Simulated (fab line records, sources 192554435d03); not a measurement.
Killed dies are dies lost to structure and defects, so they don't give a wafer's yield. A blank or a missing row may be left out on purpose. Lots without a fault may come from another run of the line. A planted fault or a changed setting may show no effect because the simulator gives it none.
Which tool did it? | flow n5_finfet | 10 lots, 30 wafers sampled, at 2 steps of a route of 1938

WHAT THE GAUGES READ, wafer by wafer
N5_PASSIVATION_OVL_MEAS_60.
lot  | measured     | on         | TV_OVL (nm)
L721 | day 14 18:19 | overlay-01 | -1 -8 -8
L722 | day 14 16:26 | overlay-01 | -8 -5 4
L723 | day 15 06:47 | overlay-01 | 0 -4 -11
L731 | day 18 04:16 | overlay-01 | -3 -1 -7
L732 | day 17 06:16 | overlay-01 | -7 -6 -12
L734 | day 18 16:58 | overlay-01 | 1 -1 -2
L738 | day 18 21:10 | overlay-01 | 3 10 -1
L740 | day 19 11:13 | overlay-01 | -5 -3 -12
L743 | day 20 14:24 | overlay-02 | -4 -12 -4
L744 | day 20 13:23 | overlay-02 | -8 -4 -6

WHICH TOOL RAN EACH LOT (tool, then ch and the chambers of the sampled wafers, then the start)
lot  | N5_MOL_CONTACT_COAG_CMP_23
L721 | cmp-04 ch 1,3, day 4 23:02
L722 | cmp-03 ch 0,3, day 5 01:56
L723 | cmp-04 ch 0,2,3, day 5 08:36
L731 | cmp-03 ch 0,1,2, day 7 10:02
L732 | cmp-03 ch 1,2,3, day 7 14:36
L734 | cmp-04 ch 0,2, day 8 03:50
L738 | cmp-02 ch 1,2,3, day 9 02:43
L740 | cmp-04 ch 2,3, day 9 14:54
L743 | cmp-02 ch 1,2,3, day 10 08:54
L744 | cmp-02 ch 0,2,3, day 10 19:01
- N5_MOL_CONTACT_COAG_CMP_23: polishes, stops on SiO2, t overpolish 1.5 s, target thk 0 nm.

THE ANSWER, worked out from the rows above alone
Rule: what is usual is taken from the lots themselves. Put in order of their means at a reading, lots are off if they are a third of the lots or fewer, leave a main group of 4 or more, and stand apart from it by a gap of 3 or more times the standard deviation of the main group's means; of several such gaps the widest counts. A main group whose means are all the same, to the digits that the tables above print for the reading, isn't used. A lot without any number at a reading at which 4 lots or more have one is off too. The other lots that the step has rows for count as sound.
No lot is off at any reading shown: from this, nothing can be told.

WHAT THE SIMULATOR HAD PUT IN
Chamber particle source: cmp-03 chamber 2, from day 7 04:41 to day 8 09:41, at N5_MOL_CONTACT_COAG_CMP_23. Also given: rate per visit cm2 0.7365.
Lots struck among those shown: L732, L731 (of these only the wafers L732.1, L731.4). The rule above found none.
